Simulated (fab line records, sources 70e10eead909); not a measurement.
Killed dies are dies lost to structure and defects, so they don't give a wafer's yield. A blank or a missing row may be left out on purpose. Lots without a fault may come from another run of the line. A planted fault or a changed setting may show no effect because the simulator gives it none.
fab line records | flow nand_harc
record lots=6 wafers=18 last_day=31
route steps=1302 shown P_M2@349 P_BONDPAD@351 END@1302
lots that met no fault: from a run of the same line without faults
start_h: hours from the record's first day to the start of the lot's first wafer shown | wait_h: hours since the lot's step before | " the same as in the row above | L1.1+2: a row that stands for several wafers | - no value, or no start given | * or withheld: withheld | < > ~ a bound
route shown NAME@n: a module of which the file shows steps, and the number in the route of the first | usual: mean/standard deviation of fault-free wafers | same: alike in all rows | chamber/n: place in a boat | sites: the reading at each site | _std_site: their standard deviation | _edge_site: outer sites' mean less inner sites' | radius_mm: how far each site lies from the wafer's centre | mask NAME#n: copy n | behind: the tool/chamber that last shaped the wafer | hold: why the lot was held/for how many hours/how that ended | device: the transistor (n, p or np) that didn't switch | end of line: the same wafers' tests at the end of the route | a step without rows: its recipe alone | killed: dies lost to structure and defects at the first sort, not the wafer's yield | map: a wafer's dies, x killed, . not, _ none there
set.NAME: the setting as run; set.NAME@STEP: as run at that earlier step | model.NAME: the simulator's own value behind a step, which no gauge read
lots at some steps of the route; a table a step, a row a wafer
services: from which hour (start_h, from the record's first day; less than 0 if before it) a tool's chamber was out of use, for how many hours, and why
## steps
# step NHARC_P_M2_PRE_CLEAN_32
# recipe time_s=12 temp_c=370 rf_power_w=300 gas=NH3
# usual heater_power_outer_w=357/41 heater_power_w=602/54 susceptor_temp_C=369.99/0.21
# columns lot.wafer tool chamber start_h wait_h heater_power_outer_w heater_power_w susceptor_temp_C
L202.2 pecvd-02 0 140.15 0.1 390 578 369.85
L202.3 " 1 " " 377 650 370.08
L202.4 " 2 " " 317 563 370.10
L206.2 pecvd-01 1 166.86 0.1 345 597 369.80
L206.3 " 2 " " 310 550 369.95
L206.6 " 2 " " 296 537 370.02
L207.2 pecvd-01 1 185.44 0.1 364 635 369.68
L207.5 " 2 " " 355 609 370.06
L207.4 " 0 " " 346 560 370.09
L208.3 pecvd-02 1 191.18 0.1 418 702 369.67
L208.4 " 1 " " 427 675 369.93
L208.5 " 0 " " 380 579 369.92
L220.3 pecvd-01 2 310.10 0.1 282 510 369.95
L220.6 " 2 " " 279 512 370.25
L220.5 " 1 " " 363 635 369.82
L221.1 pecvd-02 2 319.52 0.1 399 679 369.88
L221.5 " 2 " " 394 673 370.30
L221.6 " 1 " " 318 560 370.05
# step NHARC_P_M2_DEP_33
# recipe target_thk_a=300 temp_c=370 target_thk_nm=30 pressure_torr=3 flow_sccm=200 rf_w=450 material=SiCN
# usual heater_power_outer_w=325/37 heater_power_w=560/54 susceptor_temp_C=369.98/0.21
# columns lot.wafer tool chamber start_h wait_h heater_power_outer_w heater_power_w susceptor_temp_C
L202.2 pecvd-02 0 140.26 0.1 294 463 370.04
L202.3 " 1 " " 363 584 370.09
L202.4 " 2 " " 350 607 370.13
L206.2 pecvd-01 1 166.98 0.1 305 542 369.97
L206.3 " 2 " " 328 566 370.27
L206.6 " 2 " " 317 553 370.54
L207.2 pecvd-01 1 185.58 0.1 350 605 369.87
L207.5 " 2 " " 310 561 369.98
L207.4 " 0 " " 299 492 370.01
L208.3 pecvd-02 1 191.26 0.1 375 640 369.82
L208.4 " 1 " " 364 631 369.84
L208.5 " 0 " " 365 559 369.89
L220.3 pecvd-01 2 310.31 0.2 308 559 369.84
L220.6 " 2 " " 310 557 369.81
L220.5 " 1 " " 344 588 370.41
L221.1 pecvd-02 2 319.60 0.1 292 561 369.63
L221.5 " 2 " " 297 548 369.78
L221.6 " 1 " " 323 565 369.93
# step NHARC_P_BONDPAD_DEP_00
# recipe target_thk_a=2500 temp_c=370 target_thk_nm=250 pressure_torr=3 flow_sccm=200 rf_w=450 material=SiCN
# usual heater_power_outer_w=323/45 heater_power_w=564/64 susceptor_temp_C=370.00/0.2
# columns lot.wafer tool chamber start_h wait_h heater_power_outer_w heater_power_w susceptor_temp_C
L202.2 pecvd-03 0 140.63 - 328 603 370.00
L202.3 " 1 " " 326 578 370.07
L202.4 " 0 " " 346 610 369.77
L206.3 pecvd-03 2 167.57 0.3 404 683 369.98
L206.2 " 0 " " 391 677 370.14
L206.6 " 0 " " 296 544 369.80
L207.2 pecvd-01 1 - - 271 494 369.87
L207.4 " 1 " " 279 514 370.13
L207.5 " 0 " " 302 517 369.77
L208.3 pecvd-01 1 191.72 - 322 555 370.14
L208.4 " 1 " " 335 575 370.42
L208.5 " 2 " " 310 553 370.06
L220.3 pecvd-03 0 310.81 0.4 381 638 370.33
L220.6 " 2 " " 379 628 369.83
L220.5 " 0 " " 369 667 370.34
L221.1 pecvd-03 1 320.11 - 357 604 369.97
L221.5 " 0 " " 366 636 369.85
L221.6 " 1 " " 364 609 369.90
# step NHARC_P_BONDPAD_CMP_32
# recipe target_thk_nm=200 material=SiCN
# usual edge_zone_pressure_frac=1.000/0.0046 motor_current_A=12.5/0.91 retaining_ring_pressure_frac=1.001/0.0048
# columns lot.wafer tool chamber start_h wait_h edge_zone_pressure_frac motor_current_A retaining_ring_pressure_frac
L202.4 cmp-04 2 141.06 - 0.998 13.5 1.003
L202.2 " 3 " " 0.993 12.7 0.998
L202.3 " 0 " " 0.999 10.8 1.002
L206.2 cmp-01 1 167.96 - 1.000 13.1 1.009
L206.3 " 2 " " 1.003 13.4 0.996
L206.6 " 1 " " 1.006 14.1 1.014
L207.4 cmp-04 3 186.30 - 1.000 11.6 1.003
L207.2 " 1 " " 1.005 12.1 0.999
L207.5 " 0 " " 0.994 11.4 1.000
L208.3 cmp-03 2 192.08 - 1.004 14.0 0.996
L208.4 " 0 " " 1.000 13.3 1.000
L208.5 " 2 " " 1.002 13.0 1.001
L220.3 cmp-01 0 311.20 - 1.002 12.3 1.004
L220.5 " 1 " " 1.001 12.8 1.001
L220.6 " 2 " " 0.999 13.4 1.004
L221.1 cmp-03 0 320.45 - 0.997 13.8 1.002
L221.6 " 3 " " 0.998 12.6 0.995
L221.5 " 0 " " 1.002 13.0 1.010
# step NHARC_P_BONDPAD_THK_MEAS_33
# recipe thk_meas_gauge=ellipsometry
# usual thk_nm=199.8/1.4
# columns lot.wafer tool chamber start_h wait_h thk_nm
L202.2 film_metro-01 - 141.29 0.2 201.1
L202.3 " - " " 200.0
L202.4 " - " " 200.0
L206.2 film_metro-01 - 168.18 0.2 200.0
L206.3 " - " " 198.2
L206.6 " - " " 201.5
L207.2 film_metro-02 - 186.55 0.2 199.3
L207.4 " - " " 199.2
L207.5 " - " " 199.4
L208.3 film_metro-01 - 192.33 0.2 199.4
L208.4 " - " " 200.6
L208.5 " - " " 198.6
L220.3 film_metro-01 - 311.38 0.2 199.8
L220.5 " - " " 202.0
L220.6 " - " " 200.8
L221.1 film_metro-01 - 320.69 0.2 197.6
L221.5 " - " " 201.2
L221.6 " - " " 200.2
# step NHARC_P_BONDPAD_SRD_34
# step NHARC_P_BONDPAD_DEHYDRATE_01
# recipe temp_c=150 time_s=120
# step NHARC_P_BONDPAD_HMDS_02
# recipe time_s=30
# step NHARC_P_BONDPAD_COAT_36
# recipe temp_c=200 time_s=65
# step NHARC_P_BONDPAD_COAT_03
# recipe spin_rpm=2000 resist_thk_nm=600
# step NHARC_P_BONDPAD_SOFTBAKE_04
# recipe temp_c=125 time_s=70
# step NHARC_P_BONDPAD_EBR_05
# step NHARC_P_BONDPAD_EXPOSE_06
# recipe na=0.55 dose_mj=37.06 mask_id=P_BPAD
# usual exposure_dose_mJ_cm2=37.03/0.05
# columns lot.wafer tool chamber start_h wait_h mask exposure_dose_mJ_cm2
L202.2 krf_scanner-04 0 141.70 - P_BPAD#0 37.07
L202.3 " 0 " " P_BPAD#0 37.09
L202.4 " 0 " " P_BPAD#0 37.05
L206.2 krf_scanner-03 0 168.47 - P_BPAD#0 37.08
L206.3 " 0 " " P_BPAD#0 37.12
L206.6 " 0 " " P_BPAD#0 37.09
L207.2 krf_scanner-03 0 186.85 - P_BPAD#0 39.21
L207.4 " 0 " " P_BPAD#0 39.30
L207.5 " 0 " " P_BPAD#0 39.26
L208.3 krf_scanner-03 0 192.63 - P_BPAD#0 38.90
L208.4 " 0 " " P_BPAD#0 38.84
L208.5 " 0 " " P_BPAD#0 38.89
L220.3 krf_scanner-04 0 311.80 - P_BPAD#0 37.04
L220.5 " 0 " " P_BPAD#0 36.98
L220.6 " 0 " " P_BPAD#0 37.06
L221.1 krf_scanner-04 0 320.97 - P_BPAD#0 36.91
L221.5 " 0 " " P_BPAD#0 36.95
L221.6 " 0 " " P_BPAD#0 36.93
# step NHARC_P_BONDPAD_PEB_07
# recipe peb_temp_c=128 peb_time_s=80
# step NHARC_END_SORT_01
# recipe temp_c=25
# usual defect_limited_yield=91.4/2.4 killed_at_array=54/16 killed_at_other=0.6/0.86 killed_at_periphery=3.8/2.6 killed_dies=58/16 killed_open=3.3/1.8 killed_short=2.7/1.7 sort_bin_2_pct=3.1/1.1 sort_bin_3_pct=0.7/0.39 sort_bin_4_pct=4.8/1.3 sort_n_pass=619/16 sort_rim_yield_pct=89/6 sort_yield_pct=91.4/2.4
# same gross_dies=677 sort_bin_5_pct[%]=0 sort_bin_6_pct[%]=0 sort_bin_7_pct[%]=0 sort_bin_8_pct[%]=0 sort_rim_n_gross=106.00
# columns lot.wafer tool chamber start_h wait_h defect_limited_yield[%] killed_at_array killed_at_other killed_at_periphery killed_dies killed_open killed_short sort_bin_2_pct[%] sort_bin_3_pct[%] sort_bin_4_pct[%] sort_n_pass sort_rim_yield_pct[%] sort_yield_pct[%]
L202.2 prober-01 0 572.08 2.8 89.2 69 0 4 73 2 2 3.7 0.9 6.2 604 82 89.2
L202.3 prober-01 0 572.88 3.1 89.5 67 0 4 71 3 2 3.7 0.7 6.1 606 86 89.5
L202.4 prober-01 0 573.68 3.4 89.8 62 0 7 69 8 0 3.8 0.3 6.1 608 95 89.8
L206.2 prober-01 0 591.34 2.8 91.3 57 0 2 59 1 1 4.1 1.2 3.4 618 93 91.3
L206.3 prober-01 0 592.15 3.1 90.7 61 1 1 63 4 1 4.6 0.6 4.1 614 100 90.7
L206.6 prober-01 0 594.58 4.1 87.9 79 1 2 82 4 2 4.9 0.6 6.6 595 96 87.9
L207.2 prober-01 0 603.22 2.8 88.6 74 0 3 77 2 4 5.3 1.0 5.0 600 80 88.6
L207.4 prober-01 0 604.81 3.4 89.5 70 0 1 71 1 4 4.4 1.2 4.9 606 85 89.5
L207.5 prober-01 0 605.61 3.7 88.3 71 0 8 79 2 2 4.0 0.7 6.9 598 84 88.3
L208.3 prober-02 0 604.04 3.1 87.6 78 0 6 84 5 5 4.9 0.7 6.8 593 98 87.6
L208.4 prober-02 0 604.83 3.4 86.3 89 0 4 93 3 5 4.7 1.5 7.5 584 93 86.3
L208.5 prober-02 0 605.62 3.7 91.6 57 0 0 57 3 2 3.2 1.0 4.1 620 98 91.6
L221.1 prober-01 0 741.12 2.5 90.3 61 0 5 66 5 0 4.3 0.7 4.7 611 78 90.3
L221.5 prober-01 0 744.35 3.7 90.8 57 1 4 62 1 4 4.0 0.6 4.6 615 81 90.8
L221.6 prober-01 0 745.16 4.0 91.1 57 0 3 60 1 2 3.0 0.9 5.0 617 77 91.1
L220.3 prober-02 0 742.73 3.1 93.6 34 0 9 43 1 4 1.9 0.1 4.3 634 85 93.6
L220.5 prober-02 0 744.36 3.7 92.0 50 1 3 54 4 3 2.4 0.7 4.9 623 84 92.0
L220.6 prober-02 0 745.17 4.1 89.8 58 2 9 69 5 2 3.1 1.0 6.1 608 85 89.8
# killed by level:class
L202.2 A_CHANNEL_HOLE_D1:chamber_film_flake=28 A_SLIT:chamber_film_flake=22 A_CHANNEL_HOLE_D2:chamber_film_flake=4 A_CONTACT:chamber_film_flake=4 A_WL_FILL:chamber_film_flake=3 A_STAIRCASE:chamber_film_flake=2 A_DECK1_JOINT:geometric_particle:short=1 A_ONON_D2:geometric_particle:open=1
L202.3 A_CHANNEL_HOLE_D1:chamber_film_flake=33 A_SLIT:chamber_film_flake=13 A_CONTACT:chamber_film_flake=7 A_CHANNEL_HOLE_D2:chamber_film_flake=4 A_WL_FILL:chamber_film_flake=3 P_M0:geometric_particle:short=1 A_DECK1_JOINT:geometric_particle:short=1 A_ONON_D2:geometric_particle:open=1
L202.4 A_CHANNEL_HOLE_D1:chamber_film_flake=29 A_SLIT:chamber_film_flake=14 A_ONON_D2:geometric_particle:open=4 A_CHANNEL_HOLE_D2:chamber_film_flake=4 A_CONTACT:chamber_film_flake=4 P_CONTACT:chamber_film_flake=2 A_DECK1_JOINT:chamber_film_flake=2 A_STAIRCASE:chamber_film_flake=2
L206.2 A_CHANNEL_HOLE_D1:chamber_film_flake=28 A_CHANNEL_HOLE_D2:chamber_film_flake=19 A_CONTACT:chamber_film_flake=6 A_CHANNEL_HOLE_D1:geometric_particle:open=1 A_DECK1_JOINT:geometric_particle:short=1 P_STI:chamber_film_flake=1 P_GATE:chamber_film_flake=1 A_STAIRCASE:chamber_film_flake=1
L206.3 A_CHANNEL_HOLE_D2:chamber_film_flake=26 A_CHANNEL_HOLE_D1:chamber_film_flake=20 A_CONTACT:chamber_film_flake=4 A_CHANNEL_FILL_D1:chamber_film_flake=2 P_STI:chamber_film_flake=1 A_CHANNEL_FILL_D1:geometric_particle:open=1 A_CHANNEL_FILL_D2:geometric_particle:open=1 A_CONTACT:geometric_particle:open=1
L206.6 A_CHANNEL_HOLE_D1:chamber_film_flake=36 A_CHANNEL_HOLE_D2:chamber_film_flake=32 A_DECK1_JOINT:geometric_particle:open=2 A_STAIRCASE:chamber_film_flake=2 A_CONTACT:chamber_film_flake=2 P_GATE:geometric_particle:open=1 A_SOURCE_PLATE:geometric_particle:open=1 A_WL_FILL:geometric_particle:short=1
L207.2 A_CHANNEL_HOLE_D1:chamber_film_flake=34 A_SLIT:chamber_film_flake=17 A_CHANNEL_HOLE_D2:chamber_film_flake=6 A_DECK1_JOINT:chamber_film_flake=3 A_STAIRCASE:chamber_film_flake=3 A_CONTACT:chamber_film_flake=3 P_M0:chamber_film_flake=2 A_CHANNEL_FILL_D1:chamber_film_flake=2
L208.3 A_CHANNEL_HOLE_D1:chamber_film_flake=36 A_CHANNEL_HOLE_D2:chamber_film_flake=31 A_CHANNEL_FILL_D2:geometric_particle:short=3 A_STAIRCASE:chamber_film_flake=3 P_CONTACT:geometric_particle:open=2 A_CONTACT:chamber_film_flake=2 P_ZERO_WELL:geometric_particle:short=1 P_CONTACT:geometric_particle:short=1
L207.4 A_CHANNEL_HOLE_D1:chamber_film_flake=29 A_SLIT:chamber_film_flake=13 A_CHANNEL_HOLE_D2:chamber_film_flake=10 A_CONTACT:chamber_film_flake=8 A_CHANNEL_FILL_D1:geometric_particle:short=3 A_STAIRCASE:chamber_film_flake=2 A_ONON_D2:geometric_particle:open=1 A_CHANNEL_FILL_D2:geometric_particle:short=1
L208.4 A_CHANNEL_HOLE_D2:chamber_film_flake=43 A_CHANNEL_HOLE_D1:chamber_film_flake=35 P_M0:geometric_particle:short=2 A_CHANNEL_FILL_D2:geometric_particle:short=2 A_STAIRCASE:chamber_film_flake=2 A_CONTACT:chamber_film_flake=2 P_CONTACT:geometric_particle:short=1 A_SOURCE_PLATE:geometric_particle:open=1
L207.5 A_CHANNEL_HOLE_D1:chamber_film_flake=33 A_SLIT:chamber_film_flake=13 A_CHANNEL_HOLE_D2:chamber_film_flake=9 A_CONTACT:chamber_film_flake=7 P_M0:chamber_film_flake=5 A_CHANNEL_FILL_D1:chamber_film_flake=3 A_STAIRCASE:chamber_film_flake=3 P_STI:geometric_particle:short=1
L208.5 A_CHANNEL_HOLE_D1:chamber_film_flake=26 A_CHANNEL_HOLE_D2:chamber_film_flake=20 A_STAIRCASE:chamber_film_flake=3 A_BLC:geometric_particle:open=2 A_WL_FILL:geometric_particle:short=1 A_CONTACT:geometric_particle:open=1 A_BLC:geometric_particle:short=1 A_CHANNEL_FILL_D1:chamber_film_flake=1
L221.1 A_SLIT:chamber_film_flake=19 A_CHANNEL_HOLE_D2:chamber_film_flake=17 A_CONTACT:chamber_film_flake=9 A_CHANNEL_HOLE_D1:chamber_film_flake=6 P_CONTACT:chamber_film_flake=4 A_CHANNEL_FILL_D2:geometric_particle:open=2 A_STAIRCASE:chamber_film_flake=2 P_M0:geometric_particle:open=1
L220.3 A_CHANNEL_HOLE_D2:chamber_film_flake=13 A_CHANNEL_HOLE_D1:chamber_film_flake=7 A_SGD_CUT:chamber_film_flake=5 P_CONTACT:chamber_film_flake=3 A_SLIT:chamber_film_flake=3 P_GATE:chamber_film_flake=2 A_CONTACT:chamber_film_flake=2 P_CONTACT:geometric_particle:short=1
L221.5 A_SLIT:chamber_film_flake=22 A_CHANNEL_HOLE_D2:chamber_film_flake=13 A_CONTACT:chamber_film_flake=11 A_CHANNEL_HOLE_D1:chamber_film_flake=4 P_CONTACT:chamber_film_flake=3 A_WL_FILL:chamber_film_flake=2 P_M1:geometric_particle:open=1 A_ONON_D1:geometric_particle:short=1
L220.5 A_CHANNEL_HOLE_D2:chamber_film_flake=14 A_CHANNEL_HOLE_D1:chamber_film_flake=11 A_SLIT:chamber_film_flake=8 A_CONTACT:chamber_film_flake=4 A_SGD_CUT:chamber_film_flake=3 A_WL_FILL:chamber_film_flake=3 A_CONTACT:geometric_particle:open=2 A_BLC:geometric_particle:short=2
L221.6 A_SLIT:chamber_film_flake=22 A_CHANNEL_HOLE_D1:chamber_film_flake=9 A_CHANNEL_HOLE_D2:chamber_film_flake=8 A_CONTACT:chamber_film_flake=8 A_WL_FILL:chamber_film_flake=3 P_CONTACT:chamber_film_flake=2 A_ONON_D2:geometric_particle:short=1 A_CHANNEL_HOLE_D2:geometric_particle:short=1
L220.6 A_CHANNEL_HOLE_D2:chamber_film_flake=23 A_CHANNEL_HOLE_D1:chamber_film_flake=10 A_SLIT:chamber_film_flake=9 P_CONTACT:chamber_film_flake=5 A_SGD_CUT:chamber_film_flake=4 A_BLC:geometric_particle:open=2 P_ZERO_WELL:chamber_film_flake=2 A_CONTACT:chamber_film_flake=2
## services
# columns tool chamber start_h hours kind
pecvd-01 - 130.09 13.0 pm
pecvd-01 0 130.09 13.0 vent_cycle
cmp-03 - 138.26 6.3 repair
pecvd-01 0 147.14 23.7 repair
cmp-03 - 162.00 4.0 pm
krf_scanner-04 - 169.28 23.8 repair
pecvd-02 - 182.51 0.5 repair
pecvd-03 2 183.53 5.7 repair
pecvd-03 - 185.40 13.0 pm
cmp-01 - 202.30 4.0 pm
cmp-04 - 209.00 4.0 pm
cmp-01 - 222.78 1.9 repair
krf_scanner-03 - 224.00 4.0 pm
cmp-04 - 225.35 3.0 repair
cmp-01 - 243.58 0.9 repair
cmp-01 - 248.06 2.1 repair
cmp-03 - 249.48 2.8 repair
pecvd-02 - 250.69 13.0 pm
cmp-03 - 260.00 4.0 pm
cmp-01 - 277.45 2.0 repair
cmp-01 - 300.30 4.0 pm
cmp-01 - 304.31 1.8 repair
cmp-04 - 307.00 4.0 pm
pecvd-01 - 311.32 13.0 pm
## key
first_sign step=NHARC_P_BONDPAD_EXPOSE_06 reading=exposure_dose_mJ_cm2 direction=up sigmas=41 usual=37.03 struck=39.07
effect none on later readings
met_at NHARC_P_BONDPAD_EXPOSE_06
struck_wafers L207.2,L207.4,L207.5,L208.3,L208.4,L208.5
loop_trim step=NHARC_P_BONDPAD_EXPOSE_06 setting=dose lots=L208
onset_between 168.47 186.85
fault kind=process_parameter_drift tool=krf_scanner-03 chamber=- onset_h=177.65 steps=NHARC_P_BONDPAD_EXPOSE_06 channel=dose_mj offset=2.2526 shape=step acts_in=these_recipes_only stated=37.06
# loop_trim: a control loop set the setting to another value than it would have without faults
